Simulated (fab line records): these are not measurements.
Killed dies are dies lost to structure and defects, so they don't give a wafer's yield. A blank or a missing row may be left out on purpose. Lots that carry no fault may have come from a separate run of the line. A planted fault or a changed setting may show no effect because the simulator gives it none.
Chamber matching    flow n5 finfet    N5_BEOL_M9_DESCUM_16 on rie diel-05: 4 sister chambers
The step chemistry O2, time 7.9 s. 4 wafers are shown with their chamber, then 8 later ones without.

## EACH WAFER AND ITS CHAMBER
wafer   chamber  showerhead plenum p Torr (Torr)
L088.5  0        2.15
L088.6  1        2.04
L092.4  2        2.02
L087.1  3        2.07

## WAFERS MISSING THEIR CHAMBER
wafer   showerhead plenum p Torr (Torr)
L087.3  2.02
L087.5  2.07
L095.1  2.14
L095.2  2.07
L095.3  2.01
L095.4  2.04
L095.5  2.07
L095.6  2.14

## CHAMBER TAKEN BY EACH
wafer   from the rows above  in truth
L087.3  2                    2
L087.5  3                    3
L095.1  0                    0
L095.2  3                    3
L095.3  2                    2
L095.4  1                    1
L095.5  3                    3
L095.6  0                    0
Placed correctly: 8 of 8. From these rows, 0 cannot be placed. 0 placed wrongly.
How it was worked out, from the rows above alone: a wafer's distance from a chamber is the root of the sum, over the readings, of the square of ((its reading less the chamber's mean) divided by the reading's scatter). If the next closest chamber is less than 2 further off than the closest, the wafer can't be placed; otherwise it belongs to the closest. The mean given for a chamber averages the wafers shown for that chamber. The scatter: with one shown wafer a chamber, the root of the mean of the squares of how far each hidden wafer lies from its nearest shown one.
